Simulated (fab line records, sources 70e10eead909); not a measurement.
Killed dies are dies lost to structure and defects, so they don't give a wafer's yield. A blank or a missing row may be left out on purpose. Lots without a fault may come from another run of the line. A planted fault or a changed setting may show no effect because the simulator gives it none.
One fault seen from 3 desks | flow nand_harc | each desk has only its own numbers; what lay behind them comes last

THE TOOL OWNER'S DESK: litho_track-05
The tool's own readings at NHARC_P_ZERO_WELL_SOFTBAKE_06 (time 70 s): means of the sampled wafers that have a number, for each lot that ran on this tool. A lot is out of limits, marked OUT, if its mean lies more than 4 standard deviations from the usual mean; the brackets give that distance.
Columns: A = exhaust_pa at NHARC_P_ZERO_WELL_SOFTBAKE_06, usual 45.1 Pa; B = heater_power_total_W at NHARC_P_ZERO_WELL_SOFTBAKE_06, usual 200.9 W
lot  | first seen here | A    | B
L855 | day 2 06:00     | 44.5 | 199.9
L862 | day 5 05:00     | 45.3 | 201.6
L864 | day 6 00:00     | 45.9 | 305.8 (+81) OUT
L866 | day 6 20:00     | 45.8 | 308.3 (+83) OUT
L875 | day 10 14:00    | 45.6 | 201.2
This desk's finding: out of limits on L864, L866; first on L864, day 6 00:00 (heater_power_total_W at NHARC_P_ZERO_WELL_SOFTBAKE_06). In limits: L855, L862, L875.

THE DEFECT DESK
What the inspections along the route counted, lot by lot: means of the sampled wafers that have a number. A lot is out of limits, marked OUT, if its mean lies more than 4 standard deviations from the usual mean; the brackets give that distance.
Columns: A = raw_defect_count at NHARC_P_START_INSPECT_01, usual 3.6
lot  | first seen here | A
L854 | day 1 20:02     | 3.3
L855 | day 2 06:02     | 2.7
L857 | day 3 02:02     | 3.3
L862 | day 5 04:02     | 4.7
L864 | day 6 00:03     | 5.0
L866 | day 6 20:03     | 4.3
L869 | day 8 02:02     | 4.3
L870 | day 8 12:02     | 3.7
L871 | day 8 22:02     | 3.7
L872 | day 9 08:02     | 2.7
L875 | day 10 14:02    | 2.3
L877 | day 11 10:02    | 3.3
This desk's finding: nothing out of limits on any of the 12 lots.

THE METROLOGY DESK
What the gauges read, lot by lot, whatever tool the lot ran on: means of the sampled wafers that have a number. A lot is out of limits, marked OUT, if its mean lies more than 4 standard deviations from the usual mean; the brackets give that distance.
Columns: A = cd_nm at NHARC_P_ZERO_WELL_CD_MEAS_11, usual 500.2 nm
lot  | first seen here | A
L854 | day 1 21:14     | 499.6
L855 | day 2 07:07     | 498.4
L857 | day 3 03:19     | 500.3
L862 | day 5 05:23     | 501.8
L864 | day 6 01:14     | 496.4
L866 | day 6 21:08     | 495.3
L869 | day 8 03:14     | 498.9
L870 | day 8 13:08     | 496.6
L871 | day 8 23:15     | 499.6
L872 | day 9 09:15     | 501.9
L875 | day 10 15:07    | 500.0
L877 | day 11 11:22    | 502.7
This desk's finding: nothing out of limits on any of the 12 lots.

PUT TOGETHER
The tool owner's desk could have raised an alarm at day 6 00:00, on L864, L866.
The defect desk saw nothing out of limits.
The metrology desk saw nothing out of limits.
The defect desk has L864, L866 on record, within its limits.
The metrology desk has L864, L866 on record, within its limits.
Of the lots named, all ran NHARC_P_ZERO_WELL_SOFTBAKE_06 on litho_track-05.

WHAT THE SIMULATOR HAD PUT IN
Process parameter drift: litho_track-05, from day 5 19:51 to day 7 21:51, at NHARC_P_ZERO_WELL_SOFTBAKE_06. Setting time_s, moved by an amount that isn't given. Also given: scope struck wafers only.
Lots struck among those shown: L864, L866.
Hours from the fault's start to each desk's first reading out of limits: the tool owner's desk, 4.
